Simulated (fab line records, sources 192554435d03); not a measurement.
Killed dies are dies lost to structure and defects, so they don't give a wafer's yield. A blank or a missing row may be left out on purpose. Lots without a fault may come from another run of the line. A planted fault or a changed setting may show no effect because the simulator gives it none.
Chamber matching | flow n5_finfet | N5_FIN_SAQP_ETCH_34 on rie_diel-05: 4 sister chambers
The step etches SiO2 in C4F6/O2, target depth 45 nm, time 15 s. 20 wafers are shown with their chamber, then 10 later ones without.

WAFERS WITH THEIR CHAMBER
wafer  | chamber | drypump_motor_current_A (A) | throttle_valve_pct (%) | rf_vpp_V (V)
L075.1 | 3       | 5.7                         | 21.41                  | 665
L075.2 | 1       | 6.0                         | 21.06                  | 672
L075.3 | 0       | 5.1                         | 20.95                  | 656
L081.3 | 2       | 5.1                         | 21.07                  | 667
L081.5 | 3       | 5.8                         | 21.44                  | 664
L081.6 | 2       | 5.2                         | 21.05                  | 668
L082.1 | 3       | 5.7                         | 21.43                  | 665
L082.3 | 1       | 6.0                         | 21.10                  | 670
L082.5 | 1       | 6.0                         | 21.08                  | 671
L087.2 | 1       | 6.0                         | 21.09                  | 671
L087.3 | 0       | 5.1                         | 20.97                  | 658
L087.6 | 3       | 5.7                         | 21.46                  | 664
L088.2 | 0       | 5.1                         | 20.96                  | 657
L088.4 | 3       | 5.7                         | 21.45                  | 664
L088.6 | 1       | 6.0                         | 21.10                  | 671
L091.1 | 0       | 5.1                         | 20.97                  | 656
L091.4 | 1       | 6.0                         | 21.10                  | 671
L091.6 | 1       | 6.0                         | 21.10                  | 672
L093.1 | 2       | 5.1                         | 21.09                  | 668
L093.3 | 3       | 5.8                         | 21.47                  | 665

SIGNATURES (means of the wafers above)
reading                 | chamber 0 | chamber 1 | chamber 2 | chamber 3 | scatter within a chamber
drypump_motor_current_A | 5.100     | 6.000     | 5.133     | 5.733     | 0.0354
throttle_valve_pct      | 20.9625   | 21.0900   | 21.0700   | 21.4433   | 0.0173
rf_vpp_V                | 656.75    | 671.14    | 667.67    | 664.50    | 0.697
Rule: a wafer's distance from a chamber is the root of the sum, over the readings, of the square of ((its reading less the chamber's mean) divided by the reading's scatter). The wafer belongs to the nearest chamber; if the next one is less than 2 further off, it can't be placed. The scatter: the root of (the sum of the squares of (reading less its chamber's mean) over the shown wafers, divided by (wafers less chambers)).

WAFERS WITHOUT THEIR CHAMBER
wafer  | drypump_motor_current_A (A) | throttle_valve_pct (%) | rf_vpp_V (V)
L093.4 | 6.0                         | 21.12                  | 672
L095.2 | 6.0                         | 21.12                  | 671
L095.5 | 5.1                         | 20.99                  | 657
L095.6 | 6.0                         | 21.14                  | 672
L096.1 | 6.0                         | 21.13                  | 671
L096.2 | 5.1                         | 21.11                  | 669
L096.3 | 5.8                         | 21.48                  | 665
L097.1 | 5.1                         | 21.00                  | 657
L097.2 | 5.1                         | 21.09                  | 668
L097.4 | 6.0                         | 21.12                  | 671

WHICH CHAMBER EACH WENT THROUGH
wafer  | from the rows above | in truth
L093.4 | 1                   | 1
L095.2 | 1                   | 1
L095.5 | 0                   | 0
L095.6 | 1                   | 1
L096.1 | 1                   | 1
L096.2 | 2                   | 2
L096.3 | 3                   | 3
L097.1 | 0                   | 0
L097.2 | 2                   | 2
L097.4 | 1                   | 1
Placed correctly: 10 of 10. Can't be placed from these rows: 0. Placed wrongly: 0.
